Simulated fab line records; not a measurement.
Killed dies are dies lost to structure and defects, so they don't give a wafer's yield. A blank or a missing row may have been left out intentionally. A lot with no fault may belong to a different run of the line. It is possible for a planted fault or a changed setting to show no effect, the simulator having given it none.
fab line records ; flow n5_finfet ; part 2 of 2: steps 24 to 28 of 28
record: lots: 5; wafers: 15; last_day: 19
route steps=1938 shown FIN_SAQP@103
lots that met no fault: taken from a fault-free run of the same line
start_h: hours from the record's opening day to when the first of the lot's shown wafers began ; wait_h: hours since the lot's step before ; " the same as in the row above ; L1.1+2: a row that stands for several wafers ; - either no value or no given start ; * or withheld: withheld ; < > ~ a bound
route shown NAME@n: names a module that has steps shown in the file, with the first one's number in the route ; usual: mean/standard deviation of fault-free wafers ; same: alike in all rows ; chamber/n: place in a boat ; sites: each site's reading ; _std_site: the values' standard deviation ; _edge_site: outer sites' mean less inner sites' ; radius_mm: for every site, how far away it sits from the centre of the wafer ; mask NAME#n: copy n ; behind: the most recent tool/chamber to have shaped the wafer ; hold: the reason the lot was held/the length of the hold in hours/how it ended ; device: transistor that didn't switch, given as n, p or np ; end of line: the same wafers' tests at the end of the route ; step lacking rows: just its recipe ; killed: the dies lost at the first sort to structure and to defects; this is not the yield of the wafer ; map: a wafer's dies, marking killed ones x, the rest . and places with no die _
set.NAME: the run value of the setting; set.NAME@STEP: its run value at that earlier step ; model.NAME: the simulator's own value behind a step, which no gauge read
lots seen at some steps along the route; tables by step, rows by wafer
services: when a tool's chamber went out of use (start_h, in hours from the record's first day, below 0 if earlier), for how many hours, and the reason
== steps ==
step: N5_FIN_SAQP_SPACER1_ETCHBACK_25
recipe: chemistry: CHF3/O2; mode: anisotropic_etchback; target: SiO2; target_depth_a: 244; time_s: 12.2; pressure_mtorr: 30; source_w: 650; bias_w: 170; Ar_flow_sccm: 200; CHF3_flow_sccm: 50; O2_flow_sccm: 5; ion_energy_ev: 200
usual: drypump_motor_current_A: 5.8/0.49; mfc_ar_sccm: 200.0/0.63; oes_product_au: 0.77/0.084; rf_vpp_V: 526/5.6; showerhead_plenum_p_Torr: 2.44/0.049; throttle_valve_pct: 19.00/0.14
lot.wafer;tool;chamber;start_h;wait_h;drypump_motor_current_A;mfc_ar_sccm;oes_product_au;rf_hours_counter_h;rf_vpp_V;showerhead_plenum_p_Torr;throttle_valve_pct
L074.2;rie_diel-01;0;25.06;0.4;6.5;200.8;0.99;2;529;2.38;18.76
L074.4;rie_diel-01;1;25.06;0.4;5.6;200.0;0.81;119;522;2.42;19.00
L074.6;rie_diel-01;0;25.06;0.4;6.5;200.7;0.97;-;530;2.38;18.77
L077.1;rie_diel-04;0;41.75;0.4;6.2;199.3;0.70;207;532;2.48;18.97
L077.3;rie_diel-04;2;41.75;0.4;5.5;199.9;0.75;132;523;2.42;19.15
L077.4;rie_diel-04;1;41.75;0.4;6.2;199.7;0.71;212;528;2.39;19.05
L084.1;rie_diel-05;1;84.10;0.4;6.6;200.8;0.81;112;520;2.43;18.71
L084.3;rie_diel-05;2;84.10;0.4;6.1;199.1;0.74;172;525;2.49;19.18
L084.6;rie_diel-05;1;84.10;0.4;6.6;200.9;0.81;-;519;2.43;18.73
L089.1;rie_diel-04;0;114.66;0.5;6.2;200.0;0.69;232;530;2.47;19.01
L089.4;rie_diel-04;0;114.66;0.5;6.2;200.5;0.69;-;531;2.47;19.03
L089.6;rie_diel-04;1;114.66;0.5;6.2;201.2;0.69;-;526;2.38;19.08
L091.2;rie_diel-01;1;125.70;0.4;5.6;198.6;0.78;149;521;2.41;19.05
L091.4;rie_diel-01;0;125.70;0.4;6.5;200.0;0.90;33;529;2.37;18.81
L091.5;rie_diel-01;2;125.70;0.4;5.0;199.7;0.70;-;535;2.48;18.85
step: N5_FIN_SAQP_MANDREL1_REMOVE_56
recipe: chemistry: HBr/Cl2/O2; bt_time_s: 10; target: a-Si; stop_on: SiNx; endpoint: OES-SiCl; over_etch_frac: 1; icp_w: 600; bias_w: 22; HBr_flow_sccm: 150; Cl2_flow_sccm: 80; O2_flow_sccm: 5; pressure_mtorr: 10
usual: drypump_motor_current_A: 6.0/0.32; oes_product_au: 1.009/0.013; throttle_valve_pct: 36.66/0.24
lot.wafer;tool;chamber;start_h;wait_h;drypump_motor_current_A;oes_product_au;rf_hours_counter_h;throttle_valve_pct
L074.2;rie_si-05;3;25.15;0.1;5.6;1.014;105;36.30
L074.4;rie_si-05;0;25.15;0.1;6.6;1.013;70;36.61
L074.6;rie_si-05;2;25.15;0.1;6.5;1.012;-;36.86
L077.1;rie_si-02;2;41.85;0.1;6.0;1.010;5;36.87
L077.3;rie_si-02;1;41.85;0.1;5.9;0.985;4;36.46
L077.4;rie_si-02;0;41.85;0.1;5.9;1.027;87;36.87
L084.1;rie_si-05;3;84.19;0.1;5.6;1.021;106;36.29
L084.3;rie_si-05;1;84.19;0.1;5.5;1.014;60;36.31
L084.6;rie_si-05;2;84.19;0.1;6.5;1.025;-;36.89
L089.1;rie_si-02;1;114.75;0.1;5.9;0.986;5;36.48
L089.4;rie_si-02;2;114.75;0.1;6.0;1.009;6;36.87
L089.6;rie_si-02;3;114.75;0.1;5.8;1.007;-;37.02
L091.2;rie_si-05;0;125.79;0.1;6.6;1.007;72;36.62
L091.4;rie_si-05;1;125.79;0.1;5.5;1.019;60;36.29
L091.5;rie_si-05;2;125.79;0.1;6.5;1.016;-;36.86
step: N5_FIN_SAQP_CD_MEAS_27
recipe: target_cd_nm: 20; landing_energy_ev: 1000; detector: se_inlens; polarity: line
usual: cd_nm: 20.36/0.23
lot.wafer;tool;chamber;start_h;wait_h;cd_nm
L074.2;cd_sem-02;0;25.27;0.1;20.09
L074.4;cd_sem-02;0;25.27;0.1;20.36
L074.6;cd_sem-02;0;25.27;0.1;20.28
L077.1;cd_sem-03;0;41.96;0.1;19.93
L077.3;cd_sem-03;0;41.96;0.1;20.17
L077.4;cd_sem-03;0;41.96;0.1;20.15
L084.1;cd_sem-03;0;84.30;0.1;20.40
L084.3;cd_sem-03;0;84.30;0.1;20.99
L084.6;cd_sem-03;0;84.30;0.1;19.98
L089.1;cd_sem-03;0;114.86;0.1;20.26
L089.4;cd_sem-03;0;114.86;0.1;20.43
L089.6;cd_sem-03;0;114.86;0.1;20.48
L091.2;cd_sem-01;0;125.90;0.1;20.85
L091.4;cd_sem-01;0;125.90;0.1;20.23
L091.5;cd_sem-01;0;125.90;0.1;20.31
step: N5_FIN_SAQP_ETCH_57
recipe: chemistry: CH3F/O2; target: SiNx; mask_material: SiO2; target_depth_a: 325; time_s: 46.4; pressure_mtorr: 30; source_w: 395; bias_w: 73; Ar_flow_sccm: 150; CH3F_flow_sccm: 30; O2_flow_sccm: 20; ion_energy_ev: 120; ends: cleared
usual: drypump_motor_current_A: 5.8/0.49; etch_rf_on_time_s: 46.3/0.81; mfc_ar_sccm: 150.0/0.5; oes_product_au: 0.67/0.065; rf_vpp_V: 298/3.2; showerhead_plenum_p_Torr: 2.03/0.051; throttle_valve_pct: 16.43/0.14
lot.wafer;tool;chamber;start_h;wait_h;drypump_motor_current_A;etch_rf_on_time_s;mfc_ar_sccm;oes_product_au;rf_hours_counter_h;rf_vpp_V;showerhead_plenum_p_Torr;throttle_valve_pct
L074.2;rie_diel-04;1;25.65;0.4;6.2;45.6;149.9;0.61;206;298;1.98;16.50
L074.4;rie_diel-04;3;25.65;0.4;5.5;46.3;150.9;0.59;221;300;2.07;16.55
L074.6;rie_diel-04;0;25.65;0.4;6.2;47.0;150.2;0.61;-;302;2.07;16.43
L077.1;rie_diel-04;1;42.13;0.2;6.2;46.0;150.2;0.60;213;299;1.98;16.49
L077.3;rie_diel-04;0;42.13;0.2;6.2;46.5;149.6;0.60;207;300;2.07;16.45
L077.4;rie_diel-04;2;42.13;0.2;5.5;46.9;149.7;0.64;132;297;2.01;16.55
L084.1;rie_diel-01;0;84.35;0.0;6.5;46.3;150.3;0.79;17;301;1.97;16.19
L084.3;rie_diel-01;1;84.35;0.0;5.7;45.9;150.1;0.68;134;298;2.01;16.46
L084.6;rie_diel-01;2;84.35;0.0;5.0;46.8;150.8;0.61;-;306;2.07;16.30
L089.1;rie_diel-01;0;115.12;0.3;6.5;44.5;149.5;0.78;29;299;1.97;16.21
L089.4;rie_diel-01;1;115.12;0.3;5.6;46.2;150.1;0.67;145;296;2.00;16.47
L089.6;rie_diel-01;2;115.12;0.3;5.0;45.0;150.4;0.61;-;303;2.06;16.35
L091.2;rie_diel-04;2;125.95;0.0;5.5;46.8;150.0;0.62;161;298;2.00;16.62
L091.4;rie_diel-04;0;125.95;0.0;6.2;47.4;150.1;0.58;-;301;2.06;16.50
L091.5;rie_diel-04;2;125.95;0.0;5.6;47.6;149.1;0.61;-;298;2.00;16.62
step: N5_FIN_SAQP_ETCH_65
recipe: chemistry: CF4; target: SiO2; target_depth_a: 40; ion_energy_ev: 350; time_s: 4.4; pressure_mtorr: 10; icp_w: 800; bias_w: 400; cf4_flow_sccm: 80
usual: drypump_motor_current_A: 5.99/0.28; oes_product_au: 1.006/0.014; throttle_valve_pct: 21.72/0.21
lot.wafer;tool;chamber;start_h;wait_h;drypump_motor_current_A;oes_product_au;rf_hours_counter_h;throttle_valve_pct
L074.2;rie_si-04;1;25.76;0.1;6.37;1.000;94;21.40
L074.4;rie_si-04;0;25.76;0.1;5.84;0.985;6;21.77
L074.6;rie_si-04;1;25.76;0.1;6.35;1.001;-;21.40
L077.1;rie_si-04;1;42.24;0.1;6.33;0.995;94;21.42
L077.3;rie_si-04;2;42.24;0.1;6.09;1.003;108;21.70
L077.4;rie_si-04;0;42.24;0.1;5.85;0.997;6;21.78
L084.1;rie_si-04;0;84.46;0.1;5.85;1.000;7;21.76
L084.3;rie_si-04;3;84.46;0.1;5.87;0.994;23;21.69
L084.6;rie_si-04;1;84.46;0.1;6.33;1.010;-;21.40
L089.1;rie_si-04;0;115.22;0.1;5.88;0.998;7;21.77
L089.4;rie_si-04;1;115.22;0.1;6.33;0.998;96;21.42
L089.6;rie_si-04;3;115.22;0.1;5.88;0.994;-;21.71
L091.2;rie_si-02;0;126.06;0.1;5.93;1.033;89;22.08
L091.4;rie_si-02;2;126.06;0.1;5.94;1.008;7;21.79
L091.5;rie_si-02;1;126.06;0.1;5.89;0.992;-;21.60
== services ==
tool;chamber;start_h;hours;kind
arfi_scanner-03;-;0.12;2.3;repair
rie_si-05;0;0.68;1.1;repair
rie_diel-01;2;7.11;1.4;repair
ald_sin-03;3;11.08;12.8;repair
ald_sin-03;-;11.53;2.0;repair
ald_sin-03;-;29.30;6.0;pm
rie_diel-01;-;31.91;2.8;pm
arfi_scanner-03;-;43.54;2.5;repair
arfi_scanner-02;-;47.63;1.0;repair
vapor_etch-02;-;49.94;14.6;pm
arfi_scanner-03;-;53.71;1.3;pm
rie_si-02;3;57.00;9.9;repair
rie_diel-04;1;61.26;8.9;repair
ald_sin-02;-;68.15;0.8;repair
arfi_scanner-02;-;83.24;4.8;pm
ald_sin-02;-;85.54;14.0;pm
arfi_scanner-02;-;88.04;1.0;pm
arfi_scanner-03;-;88.74;0.6;repair
arfi_scanner-02;-;89.78;1.1;repair
arfi_scanner-02;-;91.91;1.3;pm
arfi_scanner-02;-;104.45;1.0;pm
vapor_etch-01;-;111.37;14.6;pm
rie_diel-04;-;119.54;2.3;repair
ald_sin-02;1;121.26;3.1;repair
